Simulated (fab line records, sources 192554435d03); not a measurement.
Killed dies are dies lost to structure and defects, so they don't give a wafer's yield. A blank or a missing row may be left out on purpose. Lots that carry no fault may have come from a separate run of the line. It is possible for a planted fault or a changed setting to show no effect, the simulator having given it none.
What tool caused it? || flow n5_finfet || 13 lots with 38 wafers sampled at 3 steps, on a route of 1938 steps

## WHAT EACH GAUGE READ, for each wafer
N5_PASSIVATION_OVL_MEAS_60. Usual: TV_OVL 1 nm, standard deviation 6.
{"lot": "L623", "measured": "day 12 22:40", "on": "overlay-02", "TV_OVL (nm)": "-5 -8 5", "flag": ""}
{"lot": "L624", "measured": "day 13 10:27", "on": "overlay-01", "TV_OVL (nm)": "8 7 1", "flag": ""}
{"lot": "L625", "measured": "day 13 03:30", "on": "overlay-01", "TV_OVL (nm)": "-10 -2 -6", "flag": ""}
{"lot": "L629", "measured": "day 14 03:59", "on": "overlay-02", "TV_OVL (nm)": "-3 -4 -6", "flag": ""}
{"lot": "L630", "measured": "day 14 07:19", "on": "overlay-02", "TV_OVL (nm)": "5 13 18", "flag": ""}
{"lot": "L631", "measured": "day 14 19:59", "on": "overlay-01", "TV_OVL (nm)": "2 -7 4", "flag": ""}
{"lot": "L635", "measured": "day 16 05:17", "on": "overlay-02", "TV_OVL (nm)": "4 15 -2", "flag": ""}
{"lot": "L637", "measured": "day 16 02:37", "on": "overlay-01", "TV_OVL (nm)": "0 -8 -8", "flag": ""}
{"lot": "L639", "measured": "day 16 18:25", "on": "overlay-02", "TV_OVL (nm)": "-7 1 -3", "flag": ""}
{"lot": "L641", "measured": "day 16 23:21", "on": "overlay-01", "TV_OVL (nm)": "-3 -4", "flag": ""}
{"lot": "L642", "measured": "day 17 16:26", "on": "overlay-01", "TV_OVL (nm)": "-5 -7 -2", "flag": ""}
{"lot": "L644", "measured": "day 18 05:10", "on": "overlay-01", "TV_OVL (nm)": "3 9 7", "flag": ""}
{"lot": "L645", "measured": "day 17 16:17", "on": "overlay-01", "TV_OVL (nm)": "-6 1 4", "flag": ""}

## EACH LOT AND THE TOOL THAT RAN IT (in order: tool; ch and the chambers of the sampled wafers; start)
{"lot": "L623", "N5_ILD0_CMP_07": "cmp-03 ch 1,2, day 3 22:32", "N5_PASSIVATION_PECVD_01": "pecvd-03 ch 1,2, day 12 20:25"}
{"lot": "L624", "N5_ILD0_CMP_07": "cmp-04 ch 1,2,3, day 4 07:53", "N5_PASSIVATION_PECVD_01": "pecvd-02 ch 0,1,2, day 13 07:57"}
{"lot": "L625", "N5_ILD0_CMP_07": "cmp-03 ch 0,1,2, day 4 08:15", "N5_PASSIVATION_PECVD_01": "pecvd-03 ch 0,1,2, day 13 02:53"}
{"lot": "L629", "N5_ILD0_CMP_07": "cmp-03 ch 0,2,3, day 5 09:28", "N5_PASSIVATION_PECVD_01": "pecvd-04 ch 0,1, day 14 02:05"}
{"lot": "L630", "N5_ILD0_CMP_07": "cmp-03 ch 0,2,3, day 5 13:24", "N5_PASSIVATION_PECVD_01": "pecvd-04 ch 0,1,2, day 14 04:44"}
{"lot": "L631", "N5_ILD0_CMP_07": "cmp-03 ch 1,2,3, day 5 19:42", "N5_PASSIVATION_PECVD_01": "pecvd-02 ch 0,1,2, day 14 16:55"}
{"lot": "L635", "N5_ILD0_CMP_07": "cmp-04 ch 1,3, day 6 20:17", "N5_PASSIVATION_PECVD_01": "pecvd-04 ch 0,1,2, day 16 04:47"}
{"lot": "L637", "N5_ILD0_CMP_07": "cmp-02 ch 0,1, day 7 07:41", "N5_PASSIVATION_PECVD_01": "pecvd-04 ch 0,2, day 16 01:05"}
{"lot": "L639", "N5_ILD0_CMP_07": "cmp-04 ch 1,3, day 7 20:17", "N5_PASSIVATION_PECVD_01": "pecvd-03 ch 1,2, day 16 17:46"}
{"lot": "L641", "N5_ILD0_CMP_07": "cmp-04 ch 0,1, day 8 08:34", "N5_PASSIVATION_PECVD_01": "pecvd-03 ch 0,2, day 16 22:43"}
{"lot": "L642", "N5_ILD0_CMP_07": "cmp-03 ch 0,1,2, day 8 12:04", "N5_PASSIVATION_PECVD_01": "pecvd-03 ch 0,2, day 17 12:12"}
{"lot": "L644", "N5_ILD0_CMP_07": "cmp-03 ch 1,2,3, day 9 03:16", "N5_PASSIVATION_PECVD_01": "pecvd-03 ch 0,2, day 18 02:10"}
{"lot": "L645", "N5_ILD0_CMP_07": "cmp-04 ch 2,3, day 9 12:31", "N5_PASSIVATION_PECVD_01": "pecvd-03 ch 0,2, day 17 14:58"}
- N5_ILD0_CMP_07: polishes SiO2 flowable, stops on poly-Si, t overpolish 1.18 s, target thk 138.88 nm.
- N5_PASSIVATION_PECVD_01: deposits SiNx from SiH4/NH3/N2, target thk 200 nm, time 43.2 s.

## WHAT THE TOOLS THEMSELVES READ (means of the sampled wafers that have a number; where no wafer has one, the mark that the record gives instead)
N5_ILD0_CMP_07. Usual: motor_current_A 13.0 A, standard deviation 1.2; slurry_filter_dp_kPa 13.51 kPa, standard deviation 0.13.
{"lot": "L623", "tool": "cmp-03", "motor_current_A (A)": 14.3, "slurry_filter_dp_kPa (kPa)": 13.39, "flag": ""}
{"lot": "L624", "tool": "cmp-04", "motor_current_A (A)": 13.2, "slurry_filter_dp_kPa (kPa)": 13.57, "flag": ""}
{"lot": "L625", "tool": "cmp-03", "motor_current_A (A)": 14.0, "slurry_filter_dp_kPa (kPa)": 13.57, "flag": ""}
{"lot": "L629", "tool": "cmp-03", "motor_current_A (A)": 13.1, "slurry_filter_dp_kPa (kPa)": 13.52, "flag": ""}
{"lot": "L630", "tool": "cmp-03", "motor_current_A (A)": 12.4, "slurry_filter_dp_kPa (kPa)": 13.50, "flag": ""}
{"lot": "L631", "tool": "cmp-03", "motor_current_A (A)": 13.4, "slurry_filter_dp_kPa (kPa)": 13.53, "flag": ""}
{"lot": "L635", "tool": "cmp-04", "motor_current_A (A)": 13.9, "slurry_filter_dp_kPa (kPa)": 13.46, "flag": ""}
{"lot": "L637", "tool": "cmp-02", "motor_current_A (A)": 13.7, "slurry_filter_dp_kPa (kPa)": 13.56, "flag": ""}
{"lot": "L639", "tool": "cmp-04", "motor_current_A (A)": 13.9, "slurry_filter_dp_kPa (kPa)": 13.52, "flag": ""}
{"lot": "L641", "tool": "cmp-04", "motor_current_A (A)": 12.9, "slurry_filter_dp_kPa (kPa)": 13.57, "flag": ""}
{"lot": "L642", "tool": "cmp-03", "motor_current_A (A)": 13.9, "slurry_filter_dp_kPa (kPa)": 13.56, "flag": ""}
{"lot": "L644", "tool": "cmp-03", "motor_current_A (A)": 13.1, "slurry_filter_dp_kPa (kPa)": 13.43, "flag": ""}
{"lot": "L645", "tool": "cmp-04", "motor_current_A (A)": 13.1, "slurry_filter_dp_kPa (kPa)": 13.69, "flag": ""}

N5_PASSIVATION_PECVD_01. Usual: heater_power_w 381 W, standard deviation 110; showerhead_plenum_p_Torr 8.654 Torr, standard deviation 0.028; throttle_valve_pct 28.8 %, standard deviation 1.3.
{"lot": "L623", "tool": "pecvd-03", "heater_power_w (W)": 552, "showerhead_plenum_p_Torr (Torr)": 8.683, "throttle_valve_pct (%)": 28.1, "flag": ""}
{"lot": "L624", "tool": "pecvd-02", "heater_power_w (W)": 293, "showerhead_plenum_p_Torr (Torr)": 8.666, "throttle_valve_pct (%)": 28.8, "flag": ""}
{"lot": "L625", "tool": "pecvd-03", "heater_power_w (W)": 493, "showerhead_plenum_p_Torr (Torr)": 8.655, "throttle_valve_pct (%)": 28.6, "flag": ""}
{"lot": "L629", "tool": "pecvd-04", "heater_power_w (W)": 313, "showerhead_plenum_p_Torr (Torr)": 8.649, "throttle_valve_pct (%)": 29.1, "flag": ""}
{"lot": "L630", "tool": "pecvd-04", "heater_power_w (W)": 278, "showerhead_plenum_p_Torr (Torr)": 8.642, "throttle_valve_pct (%)": 28.5, "flag": ""}
{"lot": "L631", "tool": "pecvd-02", "heater_power_w (W)": 316, "showerhead_plenum_p_Torr (Torr)": 8.666, "throttle_valve_pct (%)": 28.8, "flag": ""}
{"lot": "L635", "tool": "pecvd-04", "heater_power_w (W)": 338, "showerhead_plenum_p_Torr (Torr)": 8.653, "throttle_valve_pct (%)": 28.7, "flag": ""}
{"lot": "L637", "tool": "pecvd-04", "heater_power_w (W)": 384, "showerhead_plenum_p_Torr (Torr)": 8.646, "throttle_valve_pct (%)": 28.1, "flag": ""}
{"lot": "L639", "tool": "pecvd-03", "heater_power_w (W)": 507, "showerhead_plenum_p_Torr (Torr)": 8.679, "throttle_valve_pct (%)": 27.9, "flag": ""}
{"lot": "L641", "tool": "pecvd-03", "heater_power_w (W)": 489, "showerhead_plenum_p_Torr (Torr)": 8.633, "throttle_valve_pct (%)": 29.0, "flag": ""}
{"lot": "L642", "tool": "pecvd-03", "heater_power_w (W)": 433, "showerhead_plenum_p_Torr (Torr)": 8.652, "throttle_valve_pct (%)": 28.5, "flag": ""}
{"lot": "L644", "tool": "pecvd-03", "heater_power_w (W)": 440, "showerhead_plenum_p_Torr (Torr)": 8.654, "throttle_valve_pct (%)": 28.6, "flag": ""}
{"lot": "L645", "tool": "pecvd-03", "heater_power_w (W)": 470, "showerhead_plenum_p_Torr (Torr)": 8.652, "throttle_valve_pct (%)": 28.6, "flag": ""}

## THE ANSWER, worked out from the rows above alone
Rule: take the mean of a lot's wafers that have a number; if it is more than 3 standard deviations from the usual mean, the lot is off. A lot without any number at a reading at which 4 lots or more have one is off too. The other lots that the step has rows for count as sound. First the gauges in route order, then the tools' own readings, where a lot's mean is used as printed above. At the first step where some lot is off, the reading lying furthest off is the one used; lots without a number count as furthest.
Nothing can be told from this: no lot is off at any reading shown.

## WHAT WAS PUT IN BY THE SIMULATOR
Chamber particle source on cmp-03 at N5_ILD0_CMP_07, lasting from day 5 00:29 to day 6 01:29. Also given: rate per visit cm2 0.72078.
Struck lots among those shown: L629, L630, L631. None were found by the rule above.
